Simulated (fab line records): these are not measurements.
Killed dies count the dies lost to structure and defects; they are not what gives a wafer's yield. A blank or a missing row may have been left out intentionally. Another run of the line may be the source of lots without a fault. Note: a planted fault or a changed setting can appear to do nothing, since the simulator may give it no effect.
Which tool was responsible? / flow nand-harc / 69 wafers from 23 lots sampled at 4 of the route's 1302 steps

WHAT THE GAUGES SHOWED, per wafer
NHARC_P_M2_INSPECT_27. Usual: 348 for raw-defect-count, sd 130.
lot=L074; measured=day 6 13:29; on=defect-inspect-02; raw-defect-count=181 284 180; flag=
lot=L075; measured=day 6 20:47; on=defect-inspect-01; raw-defect-count=236 751 506; flag=
lot=L076; measured=day 7 12:16; on=defect-inspect-01; raw-defect-count=281 279 254; flag=
lot=L078; measured=day 8 08:22; on=defect-inspect-01; raw-defect-count=180 228 249; flag=
lot=L079; measured=day 8 16:32; on=defect-inspect-02; raw-defect-count=294 549 422; flag=
lot=L080; measured=day 9 12:16; on=defect-inspect-01; raw-defect-count=575 249 462; flag=
lot=L081; measured=day 9 08:35; on=defect-inspect-01; raw-defect-count=255 292 218; flag=
lot=L082; measured=day 9 17:49; on=defect-inspect-01; raw-defect-count=434 214 328; flag=
lot=L083; measured=day 10 08:52; on=defect-inspect-02; raw-defect-count=377 414 277; flag=
lot=L084; measured=day 10 13:22; on=defect-inspect-02; raw-defect-count=644 646 339; flag=
lot=L085; measured=day 11 01:07; on=defect-inspect-02; raw-defect-count=307 375 387; flag=
lot=L086; measured=day 11 10:30; on=defect-inspect-02; raw-defect-count=233 287 181; flag=
lot=L087; measured=day 12 12:50; on=defect-inspect-01; raw-defect-count=310 412 280; flag=
lot=L088; measured=day 12 12:25; on=defect-inspect-02; raw-defect-count=223 284 356; flag=
lot=L089; measured=day 12 20:25; on=defect-inspect-01; raw-defect-count=346 643 378; flag=
lot=L090; measured=day 13 07:11; on=defect-inspect-02; raw-defect-count=480 361 419; flag=
lot=L091; measured=day 13 22:19; on=defect-inspect-01; raw-defect-count=283 318 328; flag=
lot=L092; measured=day 13 22:58; on=defect-inspect-02; raw-defect-count=325 268 196; flag=
lot=L093; measured=day 14 10:36; on=defect-inspect-02; raw-defect-count=408 392 314; flag=
lot=L094; measured=day 14 22:25; on=defect-inspect-02; raw-defect-count=322 315 384; flag=
lot=L095; measured=day 15 03:34; on=defect-inspect-01; raw-defect-count=621 438 522; flag=
lot=L096; measured=day 15 22:58; on=defect-inspect-01; raw-defect-count=252 369 273; flag=
lot=L097; measured=day 16 05:30; on=defect-inspect-01; raw-defect-count=223 335 250; flag=

NHARC_P_BONDPAD_THK_MEAS_20: measures by xrf. Usual: 160.8 nm for thk-nm, sd 1.6.
lot=L074; measured=day 6 17:51; on=film-metro-01; thk-nm (nm)=162.5 162.2 160.0; flag=
lot=L075; measured=day 7 01:26; on=film-metro-01; thk-nm (nm)=159.4 163.2 160.2; flag=
lot=L076; measured=day 7 16:36; on=film-metro-01; thk-nm (nm)=162.7 162.5 164.3; flag=
lot=L078; measured=day 8 12:43; on=film-metro-02; thk-nm (nm)=159.5 158.9 161.9; flag=
lot=L079; measured=day 8 20:44; on=film-metro-01; thk-nm (nm)=160.7 160.3 159.9; flag=
lot=L080; measured=day 9 16:44; on=film-metro-02; thk-nm (nm)=160.6 157.3 160.3; flag=
lot=L081; measured=day 9 12:57; on=film-metro-01; thk-nm (nm)=161.6 160.3 163.0; flag=
lot=L082; measured=day 9 22:04; on=film-metro-01; thk-nm (nm)=160.7 159.5 162.0; flag=
lot=L083; measured=day 10 13:13; on=film-metro-01; thk-nm (nm)=161.2 160.5 161.0; flag=
lot=L084; measured=day 10 17:42; on=film-metro-01; thk-nm (nm)=161.9 161.0 162.1; flag=
lot=L085; measured=day 11 05:19; on=film-metro-02; thk-nm (nm)=156.4 158.1 159.3; flag=
lot=L086; measured=day 11 14:49; on=film-metro-02; thk-nm (nm)=161.1 163.2 161.7; flag=
lot=L087; measured=day 12 17:21; on=film-metro-01; thk-nm (nm)=162.8 162.2 162.2; flag=
lot=L088; measured=day 12 16:53; on=film-metro-01; thk-nm (nm)=161.1 161.2 160.7; flag=
lot=L089; measured=day 13 00:46; on=film-metro-01; thk-nm (nm)=158.0 160.9 162.8; flag=
lot=L090; measured=day 13 11:32; on=film-metro-02; thk-nm (nm)=161.2 160.4 161.4; flag=
lot=L091; measured=day 14 02:38; on=film-metro-01; thk-nm (nm)=159.0 159.0 160.1; flag=
lot=L092; measured=day 14 03:10; on=film-metro-01; thk-nm (nm)=159.1 160.8 161.6; flag=
lot=L093; measured=day 14 14:47; on=film-metro-01; thk-nm (nm)=162.6 159.0 159.2; flag=
lot=L094; measured=day 15 02:45; on=film-metro-02; thk-nm (nm)=158.2 156.8 160.4; flag=
lot=L095; measured=day 15 08:08; on=film-metro-02; thk-nm (nm)=161.6 158.6 162.5; flag=
lot=L096; measured=day 16 03:13; on=film-metro-01; thk-nm (nm)=160.4 160.8 160.6; flag=
lot=L097; measured=day 16 09:49; on=film-metro-01; thk-nm (nm)=160.3 161.9 160.0; flag=

WHAT TOOL EACH LOT RAN ON (gives the tool, then ch and the chambers of the sampled wafers, and finally the start)
lot=L074; NHARC_P_ZERO_WELL_DESCUM_39=rie-diel-13 ch 0,3, day 2 01:01; NHARC_P_M1_STRIP_18=rie-diel-08 ch 0,1, day 6 06:59
lot=L075; NHARC_P_ZERO_WELL_DESCUM_39=rie-diel-13 ch 1,2, day 2 10:12; NHARC_P_M1_STRIP_18=rie-diel-07 ch 1,2,3, day 6 14:18
lot=L076; NHARC_P_ZERO_WELL_DESCUM_39=rie-diel-13 ch 2,3, day 2 20:15; NHARC_P_M1_STRIP_18=rie-diel-08 ch 1,3, day 7 05:59
lot=L078; NHARC_P_ZERO_WELL_DESCUM_39=rie-diel-13 ch 0,2,3, day 3 16:11; NHARC_P_M1_STRIP_18=rie-diel-08 ch 1,2, day 8 02:01
lot=L079; NHARC_P_ZERO_WELL_DESCUM_39=rie-diel-13 ch 0,2,3, day 4 02:16; NHARC_P_M1_STRIP_18=rie-diel-07 ch 0,3, day 8 10:04
lot=L080; NHARC_P_ZERO_WELL_DESCUM_39=rie-diel-07 ch 1,3, day 4 19:20; NHARC_P_M1_STRIP_18=rie-diel-09 ch 2,3, day 9 05:36
lot=L081; NHARC_P_ZERO_WELL_DESCUM_39=rie-diel-07 ch 2,3, day 5 02:21; NHARC_P_M1_STRIP_18=rie-diel-09 ch 2,3, day 9 02:02
lot=L082; NHARC_P_ZERO_WELL_DESCUM_39=rie-diel-13 ch 0,1,2, day 5 08:26; NHARC_P_M1_STRIP_18=rie-diel-08 ch 0,3, day 9 11:28
lot=L083; NHARC_P_ZERO_WELL_DESCUM_39=rie-diel-03 ch 0,1,3, day 5 18:55; NHARC_P_M1_STRIP_18=rie-diel-08 ch 0,1,2, day 10 02:31
lot=L084; NHARC_P_ZERO_WELL_DESCUM_39=rie-diel-13 ch 1,2,3, day 6 04:44; NHARC_P_M1_STRIP_18=rie-diel-09 ch 0,1, day 10 06:49
lot=L085; NHARC_P_ZERO_WELL_DESCUM_39=rie-diel-13 ch 0,2, day 6 14:17; NHARC_P_M1_STRIP_18=rie-diel-09 ch 0,1,2, day 10 18:49
lot=L086; NHARC_P_ZERO_WELL_DESCUM_39=rie-diel-13 ch 2,3, day 7 00:15; NHARC_P_M1_STRIP_18=rie-diel-09 ch 1,2, day 11 04:00
lot=L087; NHARC_P_ZERO_WELL_DESCUM_39=rie-diel-03 ch 0,1,2, day 7 10:08; NHARC_P_M1_STRIP_18=rie-diel-09 ch 0,2,3, day 12 06:14
lot=L088; NHARC_P_ZERO_WELL_DESCUM_39=rie-diel-13 ch 0,3, day 7 20:08; NHARC_P_M1_STRIP_18=rie-diel-08 ch 0,3, day 12 05:55
lot=L089; NHARC_P_ZERO_WELL_DESCUM_39=rie-diel-13 ch 0,3, day 8 07:14; NHARC_P_M1_STRIP_18=rie-diel-09 ch 0,2,3, day 12 13:40
lot=L090; NHARC_P_ZERO_WELL_DESCUM_39=rie-diel-03 ch 0,2,3, day 8 16:10; NHARC_P_M1_STRIP_18=rie-diel-08 ch 0,1,3, day 13 00:49
lot=L091; NHARC_P_ZERO_WELL_DESCUM_39=rie-diel-03 ch 0,3, day 9 02:15; NHARC_P_M1_STRIP_18=rie-diel-07 ch 0,2, day 13 15:56
lot=L092; NHARC_P_ZERO_WELL_DESCUM_39=rie-diel-13 ch 0,1,2, day 9 12:24; NHARC_P_M1_STRIP_18=rie-diel-07 ch 0,1,3, day 13 16:23
lot=L093; NHARC_P_ZERO_WELL_DESCUM_39=rie-diel-13 ch 1,2,3, day 9 22:41; NHARC_P_M1_STRIP_18=rie-diel-08 ch 0,2,3, day 14 04:08
lot=L094; NHARC_P_ZERO_WELL_DESCUM_39=rie-diel-03 ch 1,3, day 10 08:22; NHARC_P_M1_STRIP_18=rie-diel-08 ch 0,1,2, day 14 15:49
lot=L095; NHARC_P_ZERO_WELL_DESCUM_39=rie-diel-03 ch 1,2,3, day 10 18:28; NHARC_P_M1_STRIP_18=rie-diel-09 ch 0,2,3, day 14 21:14
lot=L096; NHARC_P_ZERO_WELL_DESCUM_39=rie-diel-07 ch 0,1,2, day 11 11:18; NHARC_P_M1_STRIP_18=rie-diel-09 ch 0,3, day 15 16:28
lot=L097; NHARC_P_ZERO_WELL_DESCUM_39=rie-diel-03 ch 0,1,3, day 11 14:08; NHARC_P_M1_STRIP_18=rie-diel-08 ch 0,2, day 15 23:07
- NHARC_P_ZERO_WELL_DESCUM_39: chemistry O2, time 3 s.
- NHARC_P_M1_STRIP_18: strips in N2/H2.

WHAT THE TOOLS THEMSELVES READ (means of the sampled wafers that have a number; where no wafer has one, the mark that the record gives instead)
NHARC_P_ZERO_WELL_DESCUM_39. Usual: drypump-motor-current-A 5.8 A, standard deviation 0.45; oes-product-au 0.996 a.u., standard deviation 0.011; rf-vpp-V 58.0 V, standard deviation 0.9; showerhead-plenum-p-Torr 1.95 Torr, standard deviation 0.072; throttle-valve-pct 11.311 %, standard deviation 0.0098.
lot=L074; tool=rie-diel-13; drypump-motor-current-A (A)=5.7; oes-product-au (a.u.)=0.976; rf-vpp-V (V)=57.6; showerhead-plenum-p-Torr (Torr)=1.99; throttle-valve-pct (%)=11.309; flag=
lot=L075; tool=rie-diel-13; drypump-motor-current-A (A)=5.5; oes-product-au (a.u.)=0.977; rf-vpp-V (V)=59.2; showerhead-plenum-p-Torr (Torr)=2.02; throttle-valve-pct (%)=11.313; flag=
lot=L076; tool=rie-diel-13; drypump-motor-current-A (A)=5.9; oes-product-au (a.u.)=0.991; rf-vpp-V (V)=58.4; showerhead-plenum-p-Torr (Torr)=1.94; throttle-valve-pct (%)=11.314; flag=
lot=L078; tool=rie-diel-13; drypump-motor-current-A (A)=5.8; oes-product-au (a.u.)=0.989; rf-vpp-V (V)=57.9; showerhead-plenum-p-Torr (Torr)=1.96; throttle-valve-pct (%)=11.319; flag=
lot=L079; tool=rie-diel-13; drypump-motor-current-A (A)=5.8; oes-product-au (a.u.)=0.984; rf-vpp-V (V)=59.4; showerhead-plenum-p-Torr (Torr)=1.96; throttle-valve-pct (%)=11.315; flag=
lot=L080; tool=rie-diel-07; drypump-motor-current-A (A)=6.3; oes-product-au (a.u.)=1.003; rf-vpp-V (V)=57.7; showerhead-plenum-p-Torr (Torr)=1.95; throttle-valve-pct (%)=11.319; flag=
lot=L081; tool=rie-diel-07; drypump-motor-current-A (A)=5.8; oes-product-au (a.u.)=0.999; rf-vpp-V (V)=57.9; showerhead-plenum-p-Torr (Torr)=1.86; throttle-valve-pct (%)=11.310; flag=
lot=L082; tool=rie-diel-13; drypump-motor-current-A (A)=5.5; oes-product-au (a.u.)=0.981; rf-vpp-V (V)=57.9; showerhead-plenum-p-Torr (Torr)=1.99; throttle-valve-pct (%)=11.308; flag=
lot=L083; tool=rie-diel-03; drypump-motor-current-A (A)=5.8; oes-product-au (a.u.)=1.004; rf-vpp-V (V)=57.9; showerhead-plenum-p-Torr (Torr)=1.90; throttle-valve-pct (%)=11.313; flag=
lot=L084; tool=rie-diel-13; drypump-motor-current-A (A)=5.8; oes-product-au (a.u.)=0.997; rf-vpp-V (V)=57.5; showerhead-plenum-p-Torr (Torr)=1.98; throttle-valve-pct (%)=11.304; flag=
lot=L085; tool=rie-diel-13; drypump-motor-current-A (A)=5.6; oes-product-au (a.u.)=0.990; rf-vpp-V (V)=58.0; showerhead-plenum-p-Torr (Torr)=1.93; throttle-valve-pct (%)=11.309; flag=
lot=L086; tool=rie-diel-13; drypump-motor-current-A (A)=5.9; oes-product-au (a.u.)=1.001; rf-vpp-V (V)=58.8; showerhead-plenum-p-Torr (Torr)=1.93; throttle-valve-pct (%)=11.310; flag=
lot=L087; tool=rie-diel-03; drypump-motor-current-A (A)=5.9; oes-product-au (a.u.)=1.004; rf-vpp-V (V)=58.6; showerhead-plenum-p-Torr (Torr)=1.89; throttle-valve-pct (%)=11.309; flag=
lot=L088; tool=rie-diel-13; drypump-motor-current-A (A)=5.7; oes-product-au (a.u.)=0.990; rf-vpp-V (V)=58.4; showerhead-plenum-p-Torr (Torr)=1.98; throttle-valve-pct (%)=11.310; flag=
lot=L089; tool=rie-diel-13; drypump-motor-current-A (A)=6.0; oes-product-au (a.u.)=1.002; rf-vpp-V (V)=58.2; showerhead-plenum-p-Torr (Torr)=1.97; throttle-valve-pct (%)=11.316; flag=
lot=L090; tool=rie-diel-03; drypump-motor-current-A (A)=6.2; oes-product-au (a.u.)=0.997; rf-vpp-V (V)=57.0; showerhead-plenum-p-Torr (Torr)=1.89; throttle-valve-pct (%)=11.309; flag=
lot=L091; tool=rie-diel-03; drypump-motor-current-A (A)=6.3; oes-product-au (a.u.)=0.997; rf-vpp-V (V)=57.4; showerhead-plenum-p-Torr (Torr)=1.85; throttle-valve-pct (%)=11.313; flag=
lot=L092; tool=rie-diel-13; drypump-motor-current-A (A)=5.5; oes-product-au (a.u.)=1.000; rf-vpp-V (V)=57.8; showerhead-plenum-p-Torr (Torr)=1.97; throttle-valve-pct (%)=11.311; flag=
lot=L093; tool=rie-diel-13; drypump-motor-current-A (A)=5.8; oes-product-au (a.u.)=0.995; rf-vpp-V (V)=57.2; showerhead-plenum-p-Torr (Torr)=1.97; throttle-valve-pct (%)=11.307; flag=
lot=L094; tool=rie-diel-03; drypump-motor-current-A (A)=5.4; oes-product-au (a.u.)=1.012; rf-vpp-V (V)=57.9; showerhead-plenum-p-Torr (Torr)=1.93; throttle-valve-pct (%)=11.308; flag=
lot=L095; tool=rie-diel-03; drypump-motor-current-A (A)=5.8; oes-product-au (a.u.)=1.004; rf-vpp-V (V)=57.7; showerhead-plenum-p-Torr (Torr)=1.92; throttle-valve-pct (%)=11.315; flag=
lot=L096; tool=rie-diel-07; drypump-motor-current-A (A)=6.1; oes-product-au (a.u.)=1.018; rf-vpp-V (V)=58.5; showerhead-plenum-p-Torr (Torr)=1.92; throttle-valve-pct (%)=11.299; flag=
lot=L097; tool=rie-diel-03; drypump-motor-current-A (A)=5.8; oes-product-au (a.u.)=1.001; rf-vpp-V (V)=58.1; showerhead-plenum-p-Torr (Torr)=1.89; throttle-valve-pct (%)=11.312; flag=

NHARC_P_M1_STRIP_18. Usual: drypump-motor-current-A 5.4 A, standard deviation 0.47; oes-product-au 1.000 a.u., standard deviation 0.012; rf-vpp-V 90.6 V, standard deviation 0.96; showerhead-plenum-p-Torr 2.04 Torr, standard deviation 0.079; throttle-valve-pct 14.173 %, standard deviation 0.0089.
lot=L074; tool=rie-diel-08; drypump-motor-current-A (A)=5.1; oes-product-au (a.u.)=1.009; rf-vpp-V (V)=90.0; showerhead-plenum-p-Torr (Torr)=1.95; throttle-valve-pct (%)=14.183; flag=
lot=L075; tool=rie-diel-07; drypump-motor-current-A (A)=6.1; oes-product-au (a.u.)=1.002; rf-vpp-V (V)=90.5; showerhead-plenum-p-Torr (Torr)=2.02; throttle-valve-pct (%)=14.180; flag=
lot=L076; tool=rie-diel-08; drypump-motor-current-A (A)=5.1; oes-product-au (a.u.)=1.025; rf-vpp-V (V)=89.7; showerhead-plenum-p-Torr (Torr)=1.99; throttle-valve-pct (%)=14.171; flag=
lot=L078; tool=rie-diel-08; drypump-motor-current-A (A)=4.8; oes-product-au (a.u.)=1.013; rf-vpp-V (V)=90.2; showerhead-plenum-p-Torr (Torr)=2.01; throttle-valve-pct (%)=14.169; flag=
lot=L079; tool=rie-diel-07; drypump-motor-current-A (A)=5.7; oes-product-au (a.u.)=0.998; rf-vpp-V (V)=90.0; showerhead-plenum-p-Torr (Torr)=1.97; throttle-valve-pct (%)=14.171; flag=
lot=L080; tool=rie-diel-09; drypump-motor-current-A (A)=5.2; oes-product-au (a.u.)=0.986; rf-vpp-V (V)=90.9; showerhead-plenum-p-Torr (Torr)=2.07; throttle-valve-pct (%)=14.174; flag=
lot=L081; tool=rie-diel-09; drypump-motor-current-A (A)=5.4; oes-product-au (a.u.)=0.983; rf-vpp-V (V)=91.3; showerhead-plenum-p-Torr (Torr)=2.12; throttle-valve-pct (%)=14.179; flag=
lot=L082; tool=rie-diel-08; drypump-motor-current-A (A)=5.3; oes-product-au (a.u.)=1.005; rf-vpp-V (V)=89.9; showerhead-plenum-p-Torr (Torr)=2.00; throttle-valve-pct (%)=14.168; flag=
lot=L083; tool=rie-diel-08; drypump-motor-current-A (A)=5.0; oes-product-au (a.u.)=1.006; rf-vpp-V (V)=90.6; showerhead-plenum-p-Torr (Torr)=1.98; throttle-valve-pct (%)=14.170; flag=
lot=L084; tool=rie-diel-09; drypump-motor-current-A (A)=6.0; oes-product-au (a.u.)=1.009; rf-vpp-V (V)=91.5; showerhead-plenum-p-Torr (Torr)=2.13; throttle-valve-pct (%)=14.167; flag=
lot=L085; tool=rie-diel-09; drypump-motor-current-A (A)=5.9; oes-product-au (a.u.)=1.005; rf-vpp-V (V)=90.6; showerhead-plenum-p-Torr (Torr)=2.14; throttle-valve-pct (%)=14.179; flag=
lot=L086; tool=rie-diel-09; drypump-motor-current-A (A)=5.9; oes-product-au (a.u.)=0.989; rf-vpp-V (V)=90.7; showerhead-plenum-p-Torr (Torr)=2.15; throttle-valve-pct (%)=14.179; flag=
lot=L087; tool=rie-diel-09; drypump-motor-current-A (A)=5.4; oes-product-au (a.u.)=0.988; rf-vpp-V (V)=91.2; showerhead-plenum-p-Torr (Torr)=2.10; throttle-valve-pct (%)=14.177; flag=
lot=L088; tool=rie-diel-08; drypump-motor-current-A (A)=5.3; oes-product-au (a.u.)=0.993; rf-vpp-V (V)=90.9; showerhead-plenum-p-Torr (Torr)=2.00; throttle-valve-pct (%)=14.171; flag=
lot=L089; tool=rie-diel-09; drypump-motor-current-A (A)=5.4; oes-product-au (a.u.)=0.991; rf-vpp-V (V)=91.5; showerhead-plenum-p-Torr (Torr)=2.10; throttle-valve-pct (%)=14.171; flag=
lot=L090; tool=rie-diel-08; drypump-motor-current-A (A)=5.2; oes-product-au (a.u.)=1.006; rf-vpp-V (V)=90.6; showerhead-plenum-p-Torr (Torr)=2.00; throttle-valve-pct (%)=14.171; flag=
lot=L091; tool=rie-diel-07; drypump-motor-current-A (A)=5.8; oes-product-au (a.u.)=0.996; rf-vpp-V (V)=90.2; showerhead-plenum-p-Torr (Torr)=1.98; throttle-valve-pct (%)=14.176; flag=
lot=L092; tool=rie-diel-07; drypump-motor-current-A (A)=6.0; oes-product-au (a.u.)=0.992; rf-vpp-V (V)=90.7; showerhead-plenum-p-Torr (Torr)=2.00; throttle-valve-pct (%)=14.169; flag=
lot=L093; tool=rie-diel-08; drypump-motor-current-A (A)=5.1; oes-product-au (a.u.)=1.000; rf-vpp-V (V)=90.4; showerhead-plenum-p-Torr (Torr)=2.03; throttle-valve-pct (%)=14.174; flag=
lot=L094; tool=rie-diel-08; drypump-motor-current-A (A)=5.0; oes-product-au (a.u.)=1.007; rf-vpp-V (V)=89.9; showerhead-plenum-p-Torr (Torr)=1.98; throttle-valve-pct (%)=14.174; flag=
lot=L095; tool=rie-diel-09; drypump-motor-current-A (A)=5.4; oes-product-au (a.u.)=0.998; rf-vpp-V (V)=90.0; showerhead-plenum-p-Torr (Torr)=2.10; throttle-valve-pct (%)=14.179; flag=
lot=L096; tool=rie-diel-09; drypump-motor-current-A (A)=5.4; oes-product-au (a.u.)=0.994; rf-vpp-V (V)=90.2; showerhead-plenum-p-Torr (Torr)=2.09; throttle-valve-pct (%)=14.179; flag=
lot=L097; tool=rie-diel-08; drypump-motor-current-A (A)=5.1; oes-product-au (a.u.)=0.995; rf-vpp-V (V)=90.4; showerhead-plenum-p-Torr (Torr)=1.99; throttle-valve-pct (%)=14.177; flag=

THE ANSWER, worked out from the rows above alone
Rule: lot off if the mean of its wafers having a number is beyond 3 standard deviations from the usual mean. Also off: a lot with no number at a reading for which 4 or more lots have one. Any other lot the step has rows for is counted as sound. First the gauges in route order, then the tools' own readings, where a lot's mean is used as printed above. The first step at which some lot is off is used, and at that step the reading that is off furthest; a lot without a number counts as furthest.
Nothing can be told from this: no lot is off at any reading shown.

WHAT THE SIMULATOR PUT IN
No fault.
